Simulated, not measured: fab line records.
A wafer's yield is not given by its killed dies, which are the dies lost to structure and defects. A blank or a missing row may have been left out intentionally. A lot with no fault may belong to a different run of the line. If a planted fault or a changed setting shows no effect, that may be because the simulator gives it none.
The tool behind it: which one? + flow n5_finfet + 24 lots, 72 wafers sampled, at 4 steps of a route of 1938

== WHAT EACH GAUGE READ, for each wafer ==
N5_BEOL_M12_CD_MEAS_28: the cd target is 160.2 nm.
| lot  | measured     | on        | cd_nm (nm)        |
|------|--------------|-----------|-------------------|
| L075 | day 10 16:29 | cd_sem-01 | 160.8 161.1 163.0 |
| L074 | day 11 03:56 | cd_sem-01 | 159.5 160.6 160.6 |
| L076 | day 11 04:14 | cd_sem-03 | 162.8 162.2 162.3 |
| L078 | day 11 22:58 | cd_sem-02 | 161.1 160.2 160.7 |
| L077 | day 12 01:07 | cd_sem-02 | 161.1 161.1 160.4 |
| L080 | day 12 01:26 | cd_sem-03 | 159.2 159.6 159.2 |
| L079 | day 12 05:03 | cd_sem-01 | 160.9 160.0 160.4 |
| L081 | day 12 08:06 | cd_sem-02 | 160.9 158.1 158.7 |
| L082 | day 12 23:10 | cd_sem-01 | 160.3 162.0 162.0 |
| L084 | day 13 11:28 | cd_sem-03 | 160.5 160.8 162.2 |
| L085 | day 13 11:50 | cd_sem-03 | 160.3 160.3 159.8 |
| L083 | day 13 12:10 | cd_sem-03 | 160.5 158.5 160.9 |
| L086 | day 13 15:58 | cd_sem-01 | 160.1 160.1 160.3 |
| L087 | day 13 18:29 | cd_sem-02 | 159.8 157.7 159.5 |
| L088 | day 14 01:22 | cd_sem-01 | 162.3 161.5 161.1 |
| L091 | day 15 00:46 | cd_sem-03 | 160.8 162.1 162.8 |
| L089 | day 15 04:00 | cd_sem-02 | 159.5 158.6 159.7 |
| L090 | day 15 07:07 | cd_sem-02 | 160.8 159.1 159.1 |
| L093 | day 15 08:50 | cd_sem-03 | 161.5 160.3 162.0 |
| L092 | day 15 15:29 | cd_sem-03 | 160.5 159.6 159.9 |
| L095 | day 16 07:35 | cd_sem-02 | 160.6 162.0 160.5 |
| L094 | day 16 07:58 | cd_sem-01 | 158.5 160.4 160.6 |
| L096 | day 16 13:08 | cd_sem-03 | 160.2 161.7 161.2 |
| L097 | day 16 14:31 | cd_sem-02 | 161.8 159.7 161.3 |

N5_BEOL_M12_OCD_MEAS_35.
| lot  | measured     | on     | trench_depth_nm (nm) |
|------|--------------|--------|----------------------|
| L075 | day 10 17:06 | ocd-02 | 324 324 323          |
| L074 | day 11 04:32 | ocd-02 | 323 329 315          |
| L076 | day 11 05:02 | ocd-02 | 324 322 314          |
| L078 | day 11 23:35 | ocd-02 | 319 318 319          |
| L077 | day 12 01:43 | ocd-01 | 325 321 320          |
| L080 | day 12 02:12 | ocd-02 | 318 325 320          |
| L079 | day 12 06:19 | ocd-02 | 322 321 330          |
| L081 | day 12 08:52 | ocd-02 | 322 323 325          |
| L082 | day 12 23:46 | ocd-01 | 334 322 323          |
| L084 | day 13 12:48 | ocd-02 | 323 330 324          |
| L085 | day 13 13:23 | ocd-02 | 322 329 319          |
| L083 | day 13 13:38 | ocd-02 | 322 323 325          |
| L086 | day 13 16:34 | ocd-01 | 322 327 321          |
| L087 | day 13 19:05 | ocd-01 | 314 323 315          |
| L088 | day 14 02:11 | ocd-02 | 322 324 314          |
| L091 | day 15 02:34 | ocd-01 | 323 310 327          |
| L089 | day 15 04:38 | ocd-01 | 323 330 315          |
| L090 | day 15 08:19 | ocd-01 | 309 316 322          |
| L093 | day 15 09:40 | ocd-02 | 320 322 308          |
| L092 | day 15 17:41 | ocd-01 | 328 324 321          |
| L095 | day 16 08:17 | ocd-01 | 322 318 323          |
| L094 | day 16 08:35 | ocd-01 | 322 326 320          |
| L096 | day 16 13:44 | ocd-02 | 321 328 326          |
| L097 | day 16 15:08 | ocd-02 | 312 323 326          |

N5_BEOL_M12_INSPECT_55: inspects for defects (darkfield).
| lot  | measured     | on                | raw_defect_count |
|------|--------------|-------------------|------------------|
| L075 | day 10 21:02 | defect_inspect-01 | 76 54 57         |
| L074 | day 11 08:26 | defect_inspect-01 | 47 49 51         |
| L076 | day 11 12:48 | defect_inspect-01 | 51 41 66         |
| L078 | day 12 04:04 | defect_inspect-01 | 71 62 87         |
| L077 | day 12 04:25 | defect_inspect-02 | 70 78 48         |
| L080 | day 12 04:40 | defect_inspect-02 | 62 90 69         |
| L079 | day 12 09:59 | defect_inspect-02 | 91 73 61         |
| L081 | day 12 10:47 | defect_inspect-02 | 70 102 93        |
| L082 | day 13 03:09 | defect_inspect-01 | 49 62 41         |
| L084 | day 13 15:07 | defect_inspect-01 | 104 77 104       |
| L085 | day 13 16:33 | defect_inspect-01 | 53 68 82         |
| L083 | day 13 17:26 | defect_inspect-02 | 54 41 61         |
| L086 | day 13 23:29 | defect_inspect-02 | 78 104 96        |
| L087 | day 14 01:47 | defect_inspect-02 | 105 62 89        |
| L088 | day 14 08:02 | defect_inspect-01 | 55 53 46         |
| L091 | day 15 06:53 | defect_inspect-01 | 55 46 49         |
| L089 | day 15 06:58 | defect_inspect-01 | 71 69 63         |
| L090 | day 15 10:25 | defect_inspect-02 | 60 55 89         |
| L093 | day 15 14:05 | defect_inspect-02 | 64 50 109        |
| L092 | day 15 19:49 | defect_inspect-01 | 51 40 45         |
| L095 | day 16 11:26 | defect_inspect-01 | 53 45 57         |
| L094 | day 16 11:43 | defect_inspect-01 | 98 69 85         |
| L096 | day 16 19:32 | defect_inspect-02 | 51 73 49         |
| L097 | day 16 20:34 | defect_inspect-02 | 71 66 50         |

N5_BEOL_M13_CD_MEAS_28: the cd target is 209.5 nm.
| lot  | measured     | on        | cd_nm (nm)        |
|------|--------------|-----------|-------------------|
| L075 | day 10 23:37 | cd_sem-02 | 209.8 212.1 212.0 |
| L074 | day 11 10:07 | cd_sem-02 | 211.3 212.5 209.1 |
| L076 | day 11 14:19 | cd_sem-02 | 210.3 212.9 210.0 |
| L078 | day 12 05:30 | cd_sem-01 | 210.9 209.6 213.2 |
| L077 | day 12 05:58 | cd_sem-03 | 208.9 209.0 210.4 |
| L080 | day 12 06:15 | cd_sem-02 | 210.6 210.7 208.0 |
| L079 | day 12 11:26 | cd_sem-03 | 208.7 209.3 210.5 |
| L081 | day 12 12:14 | cd_sem-03 | 208.5 210.2 211.6 |
| L082 | day 13 04:43 | cd_sem-03 | 209.6 209.8 209.0 |
| L084 | day 13 16:53 | cd_sem-01 | 209.8 212.2 211.0 |
| L085 | day 13 18:13 | cd_sem-02 | 209.0 210.2 208.2 |
| L083 | day 13 19:16 | cd_sem-03 | 210.1 209.6 212.1 |
| L086 | day 14 01:06 | cd_sem-03 | 211.2 209.0 209.8 |
| L087 | day 14 03:21 | cd_sem-03 | 212.3 210.6 210.5 |
| L088 | day 14 09:47 | cd_sem-02 | 212.0 210.6 211.6 |
| L091 | day 15 08:26 | cd_sem-02 | 209.1 209.9 211.3 |
| L089 | day 15 08:40 | cd_sem-02 | 209.6 209.4 208.0 |
| L090 | day 15 11:59 | cd_sem-01 | 208.7 209.0 208.1 |
| L093 | day 15 15:44 | cd_sem-02 | 208.7 209.9 209.8 |
| L092 | day 15 21:24 | cd_sem-01 | 207.4 210.0 209.4 |
| L095 | day 16 12:52 | cd_sem-01 | 208.8 211.5 210.0 |
| L094 | day 16 13:23 | cd_sem-03 | 209.6 208.6 207.6 |
| L096 | day 16 21:18 | cd_sem-02 | 212.1 209.9 210.8 |
| L097 | day 16 22:08 | cd_sem-02 | 207.1 207.6 208.7 |

== WHAT TOOL EACH LOT RAN ON (gives the tool, then ch and the chambers of the sampled wafers, and finally the start) ==
There is no process step in the record ahead of these readings.

== AS READ BY THE TOOLS THEMSELVES (means over the sampled wafers that have a number; for cases with no such wafer, the mark the record gives instead) ==
The record holds no such reading with a usual standard deviation.

== THE ANSWER, worked out from the rows above alone ==
Rule: the lots themselves supply what counts as usual. Put in order of their means at a reading, lots are off if they are a third of the lots or fewer, leave a main group of 4 or more, and stand apart from it by a gap of 3 or more times the standard deviation of the main group's means; of several such gaps the widest counts. If all means in a main group match to the digits the tables above print for the reading, that group is not used. Also off: a lot with no number at a reading for which 4 or more lots have one. All remaining lots with rows at the step are treated as sound. Order of review: gauges by route order, followed by the tools' own readings, for which a lot's mean as printed above is used. The first step at which some lot is off is used, and at that step the reading that is off furthest; a lot without a number counts as furthest.
Across all readings shown, no lot is off: no conclusion can be drawn from this.

== WHAT WAS PUT IN BY THE SIMULATOR ==
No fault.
